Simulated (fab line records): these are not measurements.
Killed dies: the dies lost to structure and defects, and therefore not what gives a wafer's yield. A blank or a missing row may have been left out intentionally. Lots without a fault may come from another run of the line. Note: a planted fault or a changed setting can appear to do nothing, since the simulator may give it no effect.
Which of the tools did it? ; flow nand harc ; 33 wafers from 11 lots sampled at 5 of the route's 1159 steps

## WHAT EACH GAUGE READ, for each wafer
NHARC_END_SORT_01. Usual: defect limited yield 95.7 %, standard deviation 1.2; killed at array 25, standard deviation 7.8; killed at other 0.6, standard deviation 0.81; killed at periphery 3.3, standard deviation 2.2; killed dies 29, standard deviation 8.2; killed open 3.5, standard deviation 1.9; killed short 1.8, standard deviation 1.3; sort_bin_2_pct 1.3 %, standard deviation 0.5; sort_bin_3_pct 0.23 %, standard deviation 0.21; sort_bin_4_pct 2.8 %, standard deviation 0.9; sort n pass 648, standard deviation 8.2; sort rim yield pct 94.3 %, standard deviation 2.8; sort yield pct 95.7 %, standard deviation 1.2.
lot;measured;on;defect limited yield (%);killed at array;killed at other;killed at periphery;killed dies;killed open;killed short;sort_bin_2_pct (%);sort_bin_3_pct (%);sort_bin_4_pct (%);sort n pass;sort rim yield pct (%);sort yield pct (%);flag
L569;day 23 03:17;prober-01;97.3 97.0 97.2;14 18 14;3 0 2;1 2 3;18 20 19;4 1 3;0 2 2;0.9 1.2 1.2;0.30 0 0.15;1.5 1.8 1.5;659 657 658;96.2 98.1 100.0;97.3 97.0 97.2;
L566;day 23 04:03;prober-02;93.5 93.2 93.9;38 45 36;3 0 3;3 1 2;44 46 41;3 4 2;1 5 1;1.3 1.6 1.8;0.59 0.59 1.18;4.6 4.6 3.1;633 631 636;89.6 92.5 89.6;93.5 93.2 93.9;

## WHAT TOOL EACH LOT RAN ON (gives the tool, then ch and the chambers of the sampled wafers, and finally the start)
lot;NHARC_THIN_TSV_CMP_01;NHARC_THIN_TSV_ETCHBACK_48;NHARC_THIN_TSV_PVD_51;NHARC_THIN_TSV_DEGAS_53
L555;cmp-02 ch 1,2,3, day 18 07:27;rie diel-11 ch 1,2,3, day 18 10:58;pvd sputter-03, day 18 13:34 or earlier;pvd sputter-02, day 18 13:34
L557;cmp-03 ch 0,1, day 18 22:08;rie diel-01 ch 1,2, day 19 01:41;pvd sputter-03, day 19 04:15 or earlier;pvd sputter-01, day 19 04:15
L556;cmp-04 ch 2,3, day 18 23:19;rie diel-01 ch 0,1,3, day 19 02:59;pvd sputter-03, day 19 05:30 or earlier;pvd sputter-02, day 19 05:30
L568;cmp-04 ch 1,2, day 21 06:47;rie diel-02 ch 1,2,3, day 21 10:17;pvd sputter-03, day 21 12:50 or earlier;pvd sputter-02, day 21 12:50
L569;cmp-03 ch 0,2,3, day 22 11:07;rie diel-02 ch 0,2, day 22 14:45;pvd sputter-03, day 22 17:17 or earlier;pvd sputter-03, day 22 17:17
L566;cmp-03 ch 1,3, day 22 12:21;rie diel-11 ch 1,2,3, day 22 15:54;pvd sputter-02, day 22 18:35 or earlier;pvd sputter-02, day 22 18:35
L573;cmp-04 ch 0,3, day 22 22:34;rie diel-01 ch 0,1,2, day 23 02:03;pvd sputter-01, day 23 04:31 or earlier;pvd sputter-01, day 23 04:31
L575;cmp-04 ch 0,1,3, day 23 13:11;rie diel-02 ch 2,3, day 23 17:47;pvd sputter-01, day 23 20:29 or earlier;pvd sputter-02, day 23 20:29
L574;cmp-02 ch 0,3, day 23 22:27;rie diel-01 ch 1,2, day 24 02:07;pvd sputter-02, day 24 04:37 or earlier;pvd sputter-01, day 24 04:37
L578;cmp-03 ch 0,1,3, day 24 06:26;rie diel-02 ch 0,2,3, day 24 10:06;pvd sputter-03, day 24 12:40 or earlier;pvd sputter-03, day 24 12:40
L577;cmp-02 ch 1,3, day 24 07:37;rie diel-01 ch 2,3, day 24 11:11;pvd sputter-01, day 24 13:43 or earlier;pvd sputter-03, day 24 13:43
- NHARC_THIN_TSV_CMP_01: polishes.
- NHARC_THIN_TSV_ETCHBACK_48: etches the open film in C4F8/Ar, target depth 1028.5 nm, time 405.17 s.
- NHARC_THIN_TSV_PVD_51: deposits Cu, target thk 100 nm.
- NHARC_THIN_TSV_DEGAS_53: time 60 s.

## AS READ BY THE TOOLS THEMSELVES (means over the sampled wafers that have a number; for cases with no such wafer, the mark the record gives instead)
NHARC_THIN_TSV_CMP_01. Usual: edge zone pressure frac 1.000, standard deviation 0.0054; motor current A 12.2 A, standard deviation 0.7; slurry flow ml min 150.0, standard deviation 0.5.
lot;tool;edge zone pressure frac;motor current A (A);slurry flow ml min;flag
L555;cmp-02;1.004;12.7;149.9;
L557;cmp-03;0.995;11.9;149.9;
L556;cmp-04;1.000;11.8;150.1;
L568;cmp-04;1.001;11.9;149.9;
L569;cmp-03;0.997;12.9;150.0;
L566;cmp-03;1.000;12.2;150.0;
L573;cmp-04;1.003;11.8;149.7;
L575;cmp-04;0.996;12.1;150.3;
L574;cmp-02;0.999;12.1;150.0;
L578;cmp-03;0.996;12.3;150.0;
L577;cmp-02;0.998;12.9;149.9;

NHARC_THIN_TSV_ETCHBACK_48. Usual: oes product au 0.94 a.u., standard deviation 0.033; rf fwd power W 598.8 W, standard deviation 2; rf vpp V 548.7 V, standard deviation 2.3.
lot;tool;oes product au (a.u.);rf fwd power W (W);rf vpp V (V);flag
L555;rie diel-11;1.00;597.5;549.1;
L557;rie diel-01;0.92;598.6;551.6;
L556;rie diel-01;0.91;598.8;548.5;
L568;rie diel-02;0.92;599.6;549.6;
L569;rie diel-02;0.98;597.6;547.3;
L566;rie diel-11;0.95;632.3;549.1;OFF
L573;rie diel-01;0.93;598.5;549.2;
L575;rie diel-02;0.92;598.4;548.7;
L574;rie diel-01;0.93;599.8;551.6;
L578;rie diel-02;0.97;597.9;547.4;
L577;rie diel-01;0.93;599.9;545.5;

NHARC_THIN_TSV_PVD_51. Usual: throttle valve pct at 29.9 %, with a standard deviation of 0.87.
lot;tool;throttle valve pct (%);flag
L555;pvd sputter-03;30.3;
L557;pvd sputter-03;31.4;
L556;pvd sputter-03;30.3;
L568;pvd sputter-03;30.3;
L569;pvd sputter-03;30.6;
L566;pvd sputter-02;30.3;
L573;pvd sputter-01;29.2;
L575;pvd sputter-01;29.0;
L574;pvd sputter-02;30.0;
L578;pvd sputter-03;30.2;
L577;pvd sputter-01;29.3;

NHARC_THIN_TSV_DEGAS_53. Usual: heater power w at 468 W, with a standard deviation of 44.
lot;tool;heater power w (W);flag
L555;pvd sputter-02;511;
L557;pvd sputter-01;443;
L556;pvd sputter-02;470;
L568;pvd sputter-02;462;
L569;pvd sputter-03;499;
L566;pvd sputter-02;433;
L573;pvd sputter-01;409;
L575;pvd sputter-02;471;
L574;pvd sputter-01;452;
L578;pvd sputter-03;500;
L577;pvd sputter-03;496;

## THE ANSWER, worked out from the rows above alone
Rule: a lot is off if the mean of its wafers that have a number lies more than 3 standard deviations from the usual mean. Also off: a lot with no number at a reading for which 4 or more lots have one. All remaining lots with rows at the step are treated as sound. First the gauges in route order, then the tools' own readings, where a lot's mean is used as printed above. At the first step where some lot is off, the reading lying furthest off is the one used; lots without a number count as furthest.
Off: L566, at NHARC_THIN_TSV_ETCHBACK_48 (rf fwd power W).
A tool fits if, at that step or a process step before it, it ran every lot that is off, and no sound lot after the first of them. One fits: rie diel-11 at NHARC_THIN_TSV_ETCHBACK_48. A fault onset in the window from L555 (day 18 10:58, its last sound lot) to L566 (day 22 15:54, its first lot off) fits.
On the lots that are off, the tool's own readings at NHARC_THIN_TSV_ETCHBACK_48 differ by more than 5 times the standard deviation of the sound lots' means, which bears it out; rf fwd power W reads 632.3 W there versus 598.7 W on the sound lots.

## WHAT WAS PUT IN BY THE SIMULATOR
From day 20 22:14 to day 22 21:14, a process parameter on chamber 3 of rie diel-11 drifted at NHARC_THIN_TSV_ETCHBACK_48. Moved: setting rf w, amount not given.
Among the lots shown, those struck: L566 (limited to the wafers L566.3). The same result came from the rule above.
